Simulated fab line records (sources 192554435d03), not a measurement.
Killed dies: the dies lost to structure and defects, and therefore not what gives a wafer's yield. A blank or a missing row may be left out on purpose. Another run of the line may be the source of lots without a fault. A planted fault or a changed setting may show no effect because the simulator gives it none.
Matching of chambers | flow n5Finfet | N5_BEOL_M13_ETCH_59 on rieDiel-02 has 4 sister chambers
The step etches BARC in N2/H2, target depth 89 nm, overetch 26.7 nm, time 67.9 s. 24 wafers are shown with their chamber, then 12 later ones without.

## WAFERS, EACH WITH ITS CHAMBER
wafer  | chamber | drypumpMotorCurrentA (A) | throttleValvePct (%) | oesProductAu (a.u.)
L076.3 | 2       | 5.6                      | 17.99                | 0.61
L076.4 | 0       | 5.5                      | 18.07                | 0.75
L076.6 | 2       | 5.5                      | 18.00                | 0.60
L078.3 | 0       | 5.5                      | 18.10                | 0.75
L078.4 | 3       | 5.2                      | 17.69                | 0.67
L078.5 | 2       | 5.5                      | 18.01                | 0.60
L079.1 | 0       | 5.5                      | 18.12                | 0.75
L079.4 | 1       | 6.1                      | 18.24                | 0.73
L079.5 | 2       | 5.5                      | 18.00                | 0.59
L077.1 | 3       | 5.2                      | 17.68                | 0.67
L077.2 | 0       | 5.5                      | 18.11                | 0.75
L077.6 | 1       | 6.1                      | 18.25                | 0.74
L080.2 | 3       | 5.2                      | 17.70                | 0.68
L080.3 | 0       | 5.5                      | 18.11                | 0.75
L080.5 | 1       | 6.1                      | 18.24                | 0.72
L082.1 | 2       | 5.5                      | 18.03                | 0.59
L082.4 | 3       | 5.1                      | 17.70                | 0.66
L082.5 | 2       | 5.5                      | 18.02                | 0.59
L084.1 | 1       | 6.1                      | 18.25                | 0.72
L084.3 | 0       | 5.5                      | 18.11                | 0.74
L084.6 | 1       | 6.1                      | 18.27                | 0.72
L085.1 | 1       | 6.1                      | 18.27                | 0.72
L085.4 | 3       | 5.2                      | 17.71                | 0.67
L085.5 | 0       | 5.5                      | 18.12                | 0.74

SIGNATURES, as means of the wafers listed above
reading              | chamber 0 | chamber 1 | chamber 2 | chamber 3 | scatter within a chamber
drypumpMotorCurrentA | 5.500     | 6.100     | 5.517     | 5.180     | 0.0286
throttleValvePct     | 18.1057   | 18.2533   | 18.0083   | 17.6960   | 0.0147
oesProductAu         | 0.7471    | 0.7250    | 0.5967    | 0.6700    | 0.00716
Rule: a wafer lies at a distance from a chamber equal to the root of the sum of squares, over the readings, of (its reading less the chamber's mean, divided by the reading's scatter). The wafer belongs to the nearest chamber; if the next one is less than 2 further off, it can't be placed. How the scatter is found: for the shown wafers, subtract from each reading the mean of its chamber, square and add these, divide the total by (wafers less chambers), then take the root.

## WAFERS WITH NO CHAMBER GIVEN
wafer  | drypumpMotorCurrentA (A) | throttleValvePct (%) | oesProductAu (a.u.)
L089.2 | 5.5                      | 18.15                | 0.73
L089.3 | 5.2                      | 17.71                | 0.67
L089.4 | 6.1                      | 18.29                | 0.71
L090.1 | 6.1                      | 18.26                | 0.70
L090.3 | 5.2                      | 17.72                | 0.66
L090.4 | 5.5                      | 18.04                | 0.59
L093.1 | 5.2                      | 17.74                | 0.65
L093.4 | 5.2                      | 17.75                | 0.65
L093.5 | 5.5                      | 18.16                | 0.71
L096.3 | 5.5                      | 18.18                | 0.71
L096.4 | 5.2                      | 17.77                | 0.64
L096.5 | 5.2                      | 17.76                | 0.65

## EACH ONE'S CHAMBER
wafer  | from the rows above | in truth
L089.2 | 0                   | 0
L089.3 | 3                   | 3
L089.4 | 1                   | 1
L090.1 | 1                   | 1
L090.3 | 3                   | 3
L090.4 | 2                   | 2
L093.1 | 3                   | 3
L093.4 | 3                   | 3
L093.5 | 0                   | 0
L096.3 | 0                   | 0
L096.4 | 3                   | 3
L096.5 | 3                   | 3
Correctly placed: 12 of 12. Can't be placed from these rows: 0. Wrongly placed: 0.
